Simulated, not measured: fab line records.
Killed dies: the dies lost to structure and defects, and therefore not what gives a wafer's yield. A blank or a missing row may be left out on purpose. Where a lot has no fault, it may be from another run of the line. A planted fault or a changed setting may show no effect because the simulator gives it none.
Which tool is to blame?	flow nand_harc	21 wafers from 7 lots sampled at 5 of the route's 1302 steps

WHAT THE GAUGES READ, wafer by wafer
NHARC_END_SORT_01.
lot	measured	on	killed_at_periphery
L778	day 26 19:47	prober-01	626 5 0
L785	day 29 15:41	prober-01	3 5 5
L787	day 30 14:55	prober-02	2 1 4

WHAT TOOL EACH LOT RAN ON (gives the tool, then ch and the chambers of the sampled wafers, and finally the start)
lot	NHARC_P_M1_PVD_21	NHARC_A_BONDPAD_PVD_27	NHARC_THIN_TSV_DEP_43	NHARC_THIN_TSV_PVD_19
L773	pvd_sputter-02, day 6 09:52	pvd_sputter-01, day 24 13:56 or earlier	pecvd-03 ch 1,2, day 24 13:56	pvd_sputter-03, no start
L778	pvd_sputter-01, day 8 20:01	pvd_sputter-03, day 26 03:32 or earlier	pecvd-01 ch 1,2, day 26 03:32	pvd_sputter-01, day 26 19:47 or earlier
L785	pvd_sputter-03, day 11 16:27	pvd_sputter-02, day 29 01:25 or earlier	pecvd-04 ch 0,1,2, day 29 01:25	pvd_sputter-02, day 29 15:41 or earlier
L787	pvd_sputter-01, day 12 11:22	pvd_sputter-02, day 29 22:07 or earlier	pecvd-01 ch 1,2, day 29 22:07	pvd_sputter-03, day 30 14:55 or earlier
L789	pvd_sputter-03, day 13 13:55	pvd_sputter-03, day 30 03:40 or earlier	pecvd-01 ch 0,2, day 30 03:40	pvd_sputter-03, no start
L791	pvd_sputter-02, day 14 03:28	pvd_sputter-03, day 31 13:09 or earlier	pecvd-01 ch 0,2, day 31 13:09	pvd_sputter-01, no start
L794	pvd_sputter-01, day 16 04:41	pvd_sputter-01, day 33 10:06 or earlier	pecvd-01 ch 0,1,2, day 33 10:06	pvd_sputter-03, no start
- NHARC_P_M1_PVD_21: deposits Cu, target thk 30 nm, time 20.49 s.
- NHARC_A_BONDPAD_PVD_27: deposits Cu, target thk 30 nm, time 20.49 s.
- NHARC_THIN_TSV_DEP_43: deposits SiO2, target thk 1328.5 nm.
- NHARC_THIN_TSV_PVD_19: deposits TaN, target thk 20 nm.

THE ANSWER, worked out from the rows above alone
Rule: the lots themselves supply what counts as usual. The widest of any qualifying gaps counts: lots, ordered by their means at a reading, are off when they make up no more than a third of the lots, leave a main group of 4 or more, and stand apart from it by 3 or more times the standard deviation of that group's means. A main group whose means are all the same, to the digits that the tables above print for the reading, isn't used. A lot without any number at a reading at which 4 lots or more have one is off too. The other lots that the step has rows for count as sound.
Across all readings shown, no lot is off: no conclusion can be drawn from this.

WHAT WAS PUT IN BY THE SIMULATOR
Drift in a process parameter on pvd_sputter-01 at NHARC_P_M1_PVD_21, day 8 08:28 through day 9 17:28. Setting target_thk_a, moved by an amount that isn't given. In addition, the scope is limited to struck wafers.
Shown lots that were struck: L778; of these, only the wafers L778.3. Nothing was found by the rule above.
